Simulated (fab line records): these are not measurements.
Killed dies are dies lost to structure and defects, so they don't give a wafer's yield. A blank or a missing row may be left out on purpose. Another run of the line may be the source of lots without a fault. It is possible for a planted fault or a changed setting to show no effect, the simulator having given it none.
Comparing a struck lot with a sound one    flow n5Finfet    37 out of 1938 route steps
Sound: wafers L756.1, L756.2, L756.5. Struck: wafer L769.2. (L769.4 of the same lot was not struck and is left out.) The cause comes at the end.
Per side, at each step with rows, come the tool, then ch with its chambers, and then its first start. Under that, the readings that differ: sound wafers    struck wafers    difference of the means    sigmas: that difference in standard deviations of wafers without a fault.
alike: same words and numbers on both sides, and readings whose means sit less than 2 such deviations apart. not compared: any withheld reading, any reading some wafer has no value for, any bound like >300 that may hide the same value, and any number with overlapping values for which the record gives no deviation.
The two part at a step that has a row with sigmas, a row that says differs or no value, or rows on one side only. When numbers do not overlap yet have no deviation, they are printed without sigmas and do not part them. Lack of a reading on every wafer of one side parts them only where that side has two or more wafers.

first, 9 steps without rows for these wafers: N5_MOL_CONTACT_COAG_COAT_34 (resist thk 40 nm); N5_MOL_CONTACT_COAG_EBR_36; N5_MOL_CONTACT_COAG_SOFTBAKE_35 (time 60 s); N5_MOL_CONTACT_COAG_EXPOSE_37 (exposes mask VD, defocus 0 nm); N5_MOL_CONTACT_COAG_PEB_38 (peb time 60 s); N5_MOL_CONTACT_COAG_DEVELOP_39 (develop time 30 s); N5_MOL_CONTACT_COAG_DESCUM_45 (chemistry O2, time 7 s); N5_MOL_CONTACT_COAG_ETCH_65 (etches underlayer in N2/H2, target depth 13 nm, time 10.4 s); N5_MOL_CONTACT_COAG_ETCH_66 (etches SiARC in CF4, target depth 13 nm, time 21.7 s).
N5_MOL_CONTACT_COAG_ALD_133: deposits SiO2, target thk 5 nm, pulse time 1 s, co reactant pulse time 1 s.
  sound on aldSin-04 ch 0,1,2, day 6 00:08; struck on aldSin-04 ch 3, day 9 01:22
reading                                            sound     struck  difference  sigmas
aldCycles                                          35 35 35  49      +14         
model.SiO2_of_MOL_CONTACT_COAG_ALD_133.thkNm (nm)  5 5 5     7       +2          
  alike: chamberPressureTorr, heaterPowerW, precursorPulseHeightRel
then, 25 steps without rows for these wafers: N5_MOL_CONTACT_COAG_ETCHBACK_134 (etches SiO2 in CHF3, target depth 10 nm, time 6.7 s); N5_MOL_CONTACT_COAG_ETCH_67 (etches SOC in N2/H2, target depth 60 nm, overetch 21 nm, time 101.2 s); N5_MOL_CONTACT_COAG_STRIP_68 (strips in N2/H2); N5_MOL_CONTACT_COAG_STRIP_69 (strips in N2/H2); N5_MOL_CONTACT_COAG_ETCHBACK_136 (etches SiO2 in CHF3, target depth 25 nm, time 16.7 s); N5_MOL_CONTACT_COAG_STRIP_120 (strips in CHF3); N5_MOL_CONTACT_COAG_VIA_ETCH_117 (etches SiO2 in C4F6/O2, target depth 40 nm, overetch 8 nm, time 26 s); N5_MOL_CONTACT_COAG_ETCH_124 (etches SiNx in CH3F/O2, stops on SiOC, target depth 6.5 nm); N5_MOL_CONTACT_COAG_ETCH_48 (etches SiOC in C4F6/O2, target depth 15 nm, overetch 4.5 nm, time 17 s); N5_MOL_CONTACT_COAG_STRIP_72 (strips in N2/H2); N5_MOL_CONTACT_COAG_STRIP_49 (strips in N2/H2, time 30 s); N5_MOL_CONTACT_COAG_PRECLEAN_138 (cleans in alkaline clean, time 60 s); N5_MOL_CONTACT_COAG_SRD_139 (time 30 s); N5_MOL_CONTACT_COAG_PRE_CLEAN_121; N5_MOL_CONTACT_COAG_CVD_140 (deposits W, target thk 66.5 nm, time 215 s); N5_MOL_CONTACT_COAG_PRECLEAN_127 (cleans in DIW, time 57.5 s); N5_MOL_CONTACT_COAG_SRD_128 (dry time 32 s); N5_MOL_CONTACT_COAG_CMP_52 (polishes, stops on SiO2, t overpolish 1.5 s, target thk 66.5 nm); N5_MOL_CONTACT_COAG_ANNEAL_112 (time 1800 s); N5_BEOL_M0_SAQP_PECVD_00 (deposits SiCN from 3MS/NH3, target thk 8 nm, time 14 s); N5_BEOL_M0_SAQP_ILD_DEP_01 (deposits SiOC from DEMS/O2, target thk 45.419 nm, time 8.7 s); N5_BEOL_M0_SAQP_HM_DEP_02 (deposits TiN, target thk 12 nm); N5_BEOL_M0_SAQP_PECVD_03 (deposits SiCN from 3MS/NH3, target thk 12 nm, time 21.1 s); N5_BEOL_M0_SAQP_PECVD_96 (deposits a-Si from SiH4/He, target thk 45 nm, time 45.2 s); N5_BEOL_M0_SAQP_PECVD_97 (deposits SiNx from SiH4/NH3/N2, target thk 23 nm, time 19.9 s).
N5_BEOL_M4_RC_MEAS_101:
  the record has rows for the sound wafers here (prober-02 ch 0, day 9 02:06) and none for the struck ones
-- the record jumps here: 7 days lie between the struck wafers' starts before and after (it left off in module BEOL_M4 and takes up again in module PASSIVATION, whose first step shown is number 1936 of the route) --
N5_PASSIVATION_PROBE_49:
  only the struck wafers here have rows in the record (prober-02, day 16 10:19); the sound ones have none

== WHERE THEY PART ==
At N5_BEOL_M4_RC_MEAS_101 first; at N5_PASSIVATION_PROBE_49 last (within this record only).

WHY: what had been put in by the simulator
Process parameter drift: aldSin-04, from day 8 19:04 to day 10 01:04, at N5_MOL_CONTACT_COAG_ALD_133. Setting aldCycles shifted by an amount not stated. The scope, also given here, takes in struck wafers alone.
